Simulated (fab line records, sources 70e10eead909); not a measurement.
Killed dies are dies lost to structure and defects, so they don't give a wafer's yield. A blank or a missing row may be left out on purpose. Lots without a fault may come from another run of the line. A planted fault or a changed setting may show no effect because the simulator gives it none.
A struck lot beside a sound one | flow nand_harc | 40 steps out of a route of 1302
Sound: wafers L226.1, L226.2, L226.3. Struck: wafers L233.2, L233.3, L233.4. The cause comes at the end.
At each step with rows: each side's tool, then ch and its chambers, then its first start. Under that, the readings that differ: sound wafers | struck wafers | difference of the means | sigmas: that difference in standard deviations of wafers without a fault.
alike: readings whose means differ by less than 2 such deviations, and words and numbers that are the same on both sides. not compared: withheld readings, readings that some wafer has no value for, bounds like >300 that may hide the same value, and numbers for which the record gives no deviation and whose values overlap.
The two part at a step that has a row with sigmas, a row that says differs or no value, or rows on one side only. Numbers that don't overlap but have no deviation are shown without sigmas and don't part them. A reading that every wafer of one side lacks parts them only if that side has two wafers or more.

first, 4 steps without rows for these wafers: NHARC_A_CONTACT_ETCH_89 (etches the open film in N2/H2, target depth 260 nm, time 475.3 s); NHARC_A_CONTACT_ETCH_30 (etches the open film in CF4/CHF3, target depth 72.6 nm, time 36.3 s); NHARC_A_CONTACT_ETCH_31 (etches the open film in O2/COS, target depth 2800 nm, time 728 s); NHARC_A_CONTACT_ETCH_134 (etches the open film in C4F8/O2/Ar, time 140 s, target depth 700 nm).
NHARC_A_CONTACT_ETCH_135: etches the open film in C4F8/O2/Ar, time 311 s, target depth 1912 nm.
  sound on har_cap_etch-01 ch 0,1, day 23 00:30; struck on har_cap_etch-03 ch 0,1, day 25 15:02
  alike: oes_air_line_au
  not compared: rf_hours_counter_h
then, 2 steps without rows for these wafers: NHARC_A_CONTACT_ETCH_136 (etches the open film in C4F8/O2/Ar, time 311 s, target depth 1912 nm); NHARC_A_CONTACT_ETCH_137 (etches the open film in C4F8/O2/Ar, time 311 s, target depth 1912 nm).
NHARC_A_CONTACT_ETCH_138: etches the open film in C4F8/O2/Ar, time 311 s, target depth 1914 nm.
  sound on har_cap_etch-01 ch 0,1, day 23 01:19; struck on har_cap_etch-03 ch 0,1, day 25 15:51
  alike: oes_air_line_au
  not compared: rf_hours_counter_h
then, 1 step without rows for these wafers: NHARC_A_CONTACT_ETCH_139 (etches the open film in C4F8/O2/Ar, time 195 s, target depth 840 nm).
NHARC_A_CONTACT_ETCH_92: etches the open film in CH3F/O2, target depth 40 nm, time 85.7 s.
  sound on rie_diel-02 ch 1,2,3, day 23 02:09; struck on rie_diel-13 ch 1,2,3, day 25 16:38
  reading                | sound    | struck   | difference | sigmas
  rf_hours_counter_h (h) | 42 37 45 | 11 11 12 | -30        |
  alike: drypump_motor_current_A, oes_product_au, rf_vpp_V, showerhead_plenum_p_Torr, throttle_valve_pct
then, 1 step without rows for these wafers: NHARC_A_CONTACT_ETCH_98 (etches the open film in C4F6/O2, target depth 20 nm, time 10 s).
NHARC_A_CONTACT_CD_MEAS_15:
  sound on cd_sem-01, day 23 02:22; struck on cd_sem-01, day 25 16:51
  alike: cd_nm
NHARC_A_CONTACT_STRIP_107: strips in N2/H2.
  sound on rie_diel-02 ch 1,2,3, day 23 02:28; struck on rie_diel-13 ch 0,2,3, day 25 16:55
then, 5 steps without rows for these wafers: NHARC_A_CONTACT_STRIP_108 (strips in CF4/CHF3); NHARC_A_CONTACT_STRIP_109 (strips in O2/COS); NHARC_A_CONTACT_ETCH_110 (etches the open film in CF4/O2, target depth 60 nm, overetch 6 nm, time 33 s); NHARC_A_CONTACT_STRIP_26 (strips in O2); NHARC_A_CONTACT_STRIP_27 (strips in post etch residue remover, time 600 s).
NHARC_A_CONTACT_ALD_18: deposits TiN, target thk 3 nm, pulse time 1 s, ald cycles 150.
  sound on ald_metal-02 ch 0,1,2, day 23 03:20; struck on ald_metal-04 ch 1,2, day 25 17:49
  alike: heater_power_outer_w, heater_power_w, precursor_pulse_height_rel
then, 13 steps without rows for these wafers: NHARC_A_CONTACT_CVD_19 (deposits W, target thk 300 nm, time 802 s); NHARC_A_CONTACT_CMP_20 (polishes, t overpolish 30 s, target thk 300 nm); NHARC_A_CONTACT_SRD_22; NHARC_A_BLC_DEHYDRATE_00 (time 120 s); NHARC_A_BLC_HMDS_01 (time 30 s); NHARC_A_BLC_COAT_02 (time 75 s); NHARC_A_BLC_COAT_03 (time 65 s); NHARC_A_BLC_COAT_04 (resist thk 90 nm); NHARC_A_BLC_SOFTBAKE_05 (time 55 s); NHARC_A_BLC_EBR_06; NHARC_A_BLC_EXPOSE_07 (exposes mask A BLC, target cd 100 nm); NHARC_A_BLC_PEB_08 (peb time 65 s); NHARC_A_BLC_DEVELOP_09 (develop time 35 s).
NHARC_A_BLC_CD_MEAS_10: target cd 100 nm.
  sound on cd_sem-01 ch 0, day 23 05:19; struck on cd_sem-03 ch 0, day 25 19:42
  alike: cd_nm
NHARC_A_BLC_OVL_MEAS_11:
  sound on overlay-01, day 23 05:25; struck on overlay-02, day 25 19:47
  alike: overlay_x_nm, overlay_y_nm
then, 3 steps without rows for these wafers: NHARC_A_BLC_DESCUM_15 (chemistry O2, time 3 s); NHARC_A_BLC_ETCH_16 (etches the open film in CF4, target depth 39 nm, time 65 s); NHARC_A_BLC_ETCH_17 (etches the open film in N2/H2, target depth 390 nm, time 609.38 s).
NHARC_A_BLC_ETCH_18: etches the open film in C4F8/O2/Ar, target depth 910 nm.
  sound on rie_diel-08 ch 0,1,2; struck on rie_diel-01 ch 1,2,3
  reading                | sound             | struck            | difference | sigmas
  oes_product_au (a.u.)  | 0.926 0.913 0.926 | 0.961 0.975 0.959 | +0.043     | +2
  rf_hours_counter_h (h) | 45 41 47          | 3 2 3             | -42        |
  alike: rf_vpp_V
NHARC_A_BLC_CD_MEAS_19:
  sound on cd_sem-03, day 23 06:29; struck on cd_sem-02, day 25 20:52
  reading    | sound             | struck         | difference | sigmas
  cd_nm (nm) | 101.4 105.0 100.5 | 99.1 96.6 93.8 | -5.8       | -2
NHARC_END_SORT_01:
  the record has rows for the struck wafers here (prober-01 ch 0, day 27 13:45) and none for the sound ones

WHERE THEY PART
First at NHARC_A_BLC_ETCH_18; last, within this record, at NHARC_END_SORT_01.

WHY: what the simulator had put in
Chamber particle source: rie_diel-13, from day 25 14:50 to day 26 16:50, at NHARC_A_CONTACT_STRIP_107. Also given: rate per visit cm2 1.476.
